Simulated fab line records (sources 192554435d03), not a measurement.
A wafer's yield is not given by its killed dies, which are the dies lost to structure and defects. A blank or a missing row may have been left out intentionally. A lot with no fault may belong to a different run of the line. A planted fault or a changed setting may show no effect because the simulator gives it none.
Which tool was responsible? + flow n5 finfet + 9 lots with 27 wafers sampled at 5 steps, on a route of 1938 steps

## WHAT EACH GAUGE READ, for each wafer
N5_BEOL_M0_INSPECT_127: inspects for defects (darkfield). Usual: 72 for raw defect count, sd 28.
| lot  | measured     | on                | raw defect count | flag |
|------|--------------|-------------------|------------------|------|
| L306 | day 6 06:40  | defect inspect-02 | 122 69 84        |      |
| L308 | day 7 13:37  | defect inspect-01 | 51 48 59         |      |
| L310 | day 7 15:55  | defect inspect-01 | 58 44 57         |      |
| L314 | day 8 14:10  | defect inspect-01 | 91 97 65         |      |
| L317 | day 9 14:27  | defect inspect-02 | 44 66 111        |      |
| L318 | day 9 15:29  | defect inspect-02 | 42 50 46         |      |
| L321 | day 10 01:53 | defect inspect-02 | 85 98 67         |      |
| L323 | day 10 18:19 | defect inspect-02 | 44 68 46         |      |
| L326 | day 11 21:29 | defect inspect-02 | 83 48 64         |      |

N5_BEOL_M4_RC_MEAS_101. Usual: DIBL_N 36.2 mV/V, standard deviation 1.2; DIBL_P 36.3 mV/V, standard deviation 1.3; IOFF_N 0.155 nA/um, standard deviation 0.019; IOFF_P 0.210 nA/um, standard deviation 0.029; ION_N 677 uA/um, standard deviation 8.6; ION_P 465 uA/um, standard deviation 6.8; SS_N 71.4 mV/dec, standard deviation 0.48; SS_P 73.2 mV/dec, standard deviation 0.53; VT_N 249.9 mV, standard deviation 2.4; VT_P -250 mV, standard deviation 3.2.
| lot  | measured     | on        | DIBL_N (mV/V)  | DIBL_P (mV/V)  | IOFF_N (nA/um)    | IOFF_P (nA/um)    | ION_N (uA/um) | ION_P (uA/um) | SS_N (mV/dec)  | SS_P (mV/dec)  | VT_N (mV)         | VT_P (mV)      | flag |
|------|--------------|-----------|----------------|----------------|-------------------|-------------------|---------------|---------------|----------------|----------------|-------------------|----------------|------|
| L306 | day 7 20:34  | prober-02 | 35.9 35.5 35.7 | 36.3 36.4 36.2 | 0.161 0.155 0.155 | 0.233 0.227 0.229 | 680 690 681   | 471 476 472   | 71.5 70.4 70.8 | 73.6 72.9 73.7 | 247.7 246.8 246.7 | -247 -247 -248 |      |
| L308 | day 9 07:53  | prober-02 | 35.7 37.4 37.0 | 36.0 38.4 37.4 | 0.144 0.182 0.166 | 0.215 0.245 0.222 | 671 678 666   | 463 469 464   | 71.6 70.9 71.0 | 73.4 74.0 73.7 | 251.6 246.6 249.5 | -249 -247 -248 |      |
| L310 | day 10 00:17 | prober-02 | 35.7 34.8 33.7 | 36.7 35.9 34.1 | 0.176 0.147 0.128 | 0.239 0.219 0.190 | 682 680 681   | 470 474 467   | 71.8 70.9 70.7 | 72.9 74.0 73.0 | 251.2 250.3 250.1 | -250 -252 -250 |      |
| L314 | day 11 05:05 | prober-01 | 34.4 36.1 37.6 | 33.4 36.1 37.4 | 0.117 0.154 0.181 | 0.192 0.227 0.253 | 669 680 684   | 470 474 470   | 70.6 71.4 71.6 | 72.5 73.4 74.0 | 253.2 250.9 246.6 | -245 -247 -247 |      |
| L317 | day 12 04:12 | prober-01 | 37.0 35.7 39.4 | 35.5 34.1 38.0 | 0.158 0.138 0.196 | 0.207 0.196 0.252 | 678 683 681   | 463 472 469   | 71.4 71.5 71.9 | 73.4 72.2 73.3 | 250.1 250.8 247.5 | -250 -245 -245 |      |
| L318 | day 12 09:59 | prober-02 | 35.4 34.9 35.6 | 37.3 36.4 37.5 | 0.158 0.147 0.172 | 0.225 0.215 0.238 | 674 675 680   | 462 469 472   | 71.5 71.8 70.5 | 74.0 73.4 73.7 | 251.2 249.0 248.5 | -249 -249 -246 |      |
| L321 | day 13 04:23 | prober-02 | 38.3 38.5 37.0 | 36.4 36.8 35.2 | 0.164 0.166 0.143 | 0.178 0.186 0.159 | 679 676 678   | 460 451 459   | 70.9 71.7 71.3 | 73.2 73.6 72.5 | 250.1 251.8 249.1 | -255 -254 -256 |      |
| L323 | day 12 20:55 | prober-02 | 35.8 35.6 34.0 | 36.8 36.4 34.9 | 0.170 0.158 0.139 | 0.225 0.217 0.197 | 678 681 679   | 472 469 467   | 71.5 71.2 70.5 | 73.3 73.2 73.4 | 245.8 249.6 247.4 | -248 -248 -249 |      |
| L326 | day 14 17:31 | prober-02 | 36.7 36.6 37.7 | 36.1 35.9 38.0 | 0.170 0.166 0.184 | 0.206 0.199 0.240 | 676 676 690   | 466 461 471   | 71.5 70.6 72.1 | 73.0 73.5 73.9 | 247.0 250.3 245.6 | -251 -252 -249 |      |

## WHICH TOOL RAN EACH LOT (tool, then ch and the chambers of the sampled wafers, then the start)
| lot  | N5_BEOL_M1_DESCUM_16              | N5_BEOL_M1_STRIP_19                | N5_BEOL_M1_COAT_67                |
|------|-----------------------------------|------------------------------------|-----------------------------------|
| L306 | rie diel-06 ch 1,3, day 6 09:56   | rie diel-03 ch 1,2, day 6 10:23    | litho track-03 ch 0, day 6 10:29  |
| L308 | rie diel-06 ch 0,2,3, day 7 15:59 | rie diel-05 ch 1,2,3, day 7 16:31  | litho track-02 ch 0, day 7 16:38  |
| L310 | rie diel-05 ch 1,2, day 7 17:48   | rie diel-05 ch 0,1,2, day 7 18:10  | litho track-03 ch 0, day 7 18:17  |
| L314 | rie diel-06 ch 0,2, day 8 16:31   | rie diel-05 ch 0,1,3, day 8 16:52  | litho track-03 ch 0, day 8 16:58  |
| L317 | rie diel-05 ch 0,2, day 9 15:42   | rie diel-06 ch 2,3, day 9 16:04    | litho track-02 ch 0, day 9 16:10  |
| L318 | rie diel-03 ch 1,2,3, day 9 18:47 | rie diel-03 ch 2,3, day 9 19:09    | litho track-03 ch 0, day 9 19:15  |
| L321 | rie diel-06 ch 1,2, day 10 03:28  | rie diel-06 ch 0,1,3, day 10 03:50 | litho track-01 ch 0, day 10 03:56 |
| L323 | rie diel-06 ch 1,2, day 10 22:28  | rie diel-03 ch 0,2,3, day 10 22:53 | litho track-03 ch 0, day 10 22:59 |
| L326 | rie diel-05 ch 0,1, day 11 22:33  | rie diel-06 ch 1,2, day 11 22:55   | litho track-01 ch 0, day 11 23:01 |
- N5_BEOL_M1_DESCUM_16: chemistry O2, time 7 s.
- N5_BEOL_M1_STRIP_19: strips in O2.
- N5_BEOL_M1_COAT_67: time 60 s, resist thk 60 nm.

## AS READ BY THE TOOLS THEMSELVES (means over the sampled wafers that have a number; for cases with no such wafer, the mark the record gives instead)
N5_BEOL_M1_DESCUM_16. Usual: drypump motor current A 5.4 A, standard deviation 0.37; oes product au 0.80 a.u., standard deviation 0.091; rf vpp V 243.2 V, standard deviation 1.2; showerhead plenum p Torr 2.10 Torr, standard deviation 0.053; throttle valve pct 20.42 %, standard deviation 0.22.
| lot  | tool        | drypump motor current A (A) | oes product au (a.u.) | rf vpp V (V) | showerhead plenum p Torr (Torr) | throttle valve pct (%) | flag |
|------|-------------|-----------------------------|-----------------------|--------------|---------------------------------|------------------------|------|
| L306 | rie diel-06 | 5.5                         | 0.69                  | 241.7        | 2.00                            | 20.63                  |      |
| L308 | rie diel-06 | 5.4                         | 0.73                  | 243.5        | 2.09                            | 20.63                  |      |
| L310 | rie diel-05 | 5.5                         | 0.84                  | 242.7        | 2.08                            | 20.51                  |      |
| L314 | rie diel-06 | 5.7                         | 0.76                  | 243.8        | 2.10                            | 20.56                  |      |
| L317 | rie diel-05 | 5.2                         | 0.73                  | 243.2        | 2.07                            | 20.69                  |      |
| L318 | rie diel-03 | 5.4                         | 0.75                  | 244.1        | 2.12                            | 20.33                  |      |
| L321 | rie diel-06 | 5.8                         | 0.82                  | 243.6        | 2.15                            | 20.44                  |      |
| L323 | rie diel-06 | 5.7                         | 0.86                  | 244.9        | 2.19                            | 20.34                  |      |
| L326 | rie diel-05 | 4.9                         | 0.72                  | 243.0        | 2.05                            | 20.56                  |      |

N5_BEOL_M1_STRIP_19. Usual: drypump motor current A 5.5 A, standard deviation 0.38; oes product au 0.79 a.u., standard deviation 0.084; rf vpp V 3.6 V, standard deviation 0.47; showerhead plenum p Torr 2.10 Torr, standard deviation 0.051; throttle valve pct 16.65 %, standard deviation 0.23.
| lot  | tool        | drypump motor current A (A) | oes product au (a.u.) | rf vpp V (V) | showerhead plenum p Torr (Torr) | throttle valve pct (%) | flag |
|------|-------------|-----------------------------|-----------------------|--------------|---------------------------------|------------------------|------|
| L306 | rie diel-03 | 5.3                         | 0.79                  | 3.6          | 2.14                            | 16.43                  |      |
| L308 | rie diel-05 | 5.4                         | 0.82                  | 3.1          | 2.09                            | 16.57                  |      |
| L310 | rie diel-05 | 5.2                         | 0.79                  | 3.8          | 2.07                            | 16.75                  |      |
| L314 | rie diel-05 | 5.1                         | 0.77                  | 3.2          | 2.07                            | 16.60                  |      |
| L317 | rie diel-06 | 5.6                         | 0.85                  | 3.7          | 2.09                            | 16.70                  |      |
| L318 | rie diel-03 | 5.7                         | 0.73                  | 3.7          | 2.13                            | 16.60                  |      |
| L321 | rie diel-06 | 5.4                         | 0.87                  | 3.3          | 2.12                            | 16.66                  |      |
| L323 | rie diel-03 | 5.8                         | 0.77                  | 3.3          | 2.10                            | 16.59                  |      |
| L326 | rie diel-06 | 5.7                         | 0.86                  | 4.0          | 2.19                            | 16.57                  |      |

N5_BEOL_M1_COAT_67. Usual: exhaust pa 45.0 Pa, standard deviation 0.83; resist line temp C 22.98 C, standard deviation 0.11; spin speed rpm 1500.2 rpm, standard deviation 1.1.
| lot  | tool           | exhaust pa (Pa) | resist line temp C (C) | spin speed rpm (rpm) | flag |
|------|----------------|-----------------|------------------------|----------------------|------|
| L306 | litho track-03 | 44.4            | 23.01                  | 1501.8               |      |
| L308 | litho track-02 | 45.2            | 23.11                  | 1500.2               |      |
| L310 | litho track-03 | 45.2            | 22.93                  | 1500.7               |      |
| L314 | litho track-03 | 44.8            | 23.02                  | 1500.2               |      |
| L317 | litho track-02 | 44.2            | 22.95                  | 1499.8               |      |
| L318 | litho track-03 | 45.2            | 23.04                  | 1537.7               | OFF  |
| L321 | litho track-01 | 45.8            | 23.03                  | 1501.6               |      |
| L323 | litho track-03 | 45.3            | 23.08                  | 1538.0               | OFF  |
| L326 | litho track-01 | 44.8            | 23.07                  | 1499.3               |      |

## THE ANSWER, worked out from the rows above alone
Rule: take the mean of a lot's wafers that have a number; if it is more than 3 standard deviations from the usual mean, the lot is off. A lot without any number at a reading at which 4 lots or more have one is off too. The other lots that the step has rows for count as sound. First the gauges in route order, then the tools' own readings, where a lot's mean is used as printed above. At the first step where some lot is off, the reading lying furthest off is the one used; lots without a number count as furthest.
Off: L318, L323, at N5_BEOL_M1_COAT_67 (spin speed rpm).
A tool fits if, at that step or a process step before it, it ran every lot that is off, and no sound lot after the first of them. 2 tools fit, rie diel-03 at N5_BEOL_M1_STRIP_19 and litho track-03 at N5_BEOL_M1_COAT_67, so this cannot tell which one it is.

## WHAT THE SIMULATOR PUT IN
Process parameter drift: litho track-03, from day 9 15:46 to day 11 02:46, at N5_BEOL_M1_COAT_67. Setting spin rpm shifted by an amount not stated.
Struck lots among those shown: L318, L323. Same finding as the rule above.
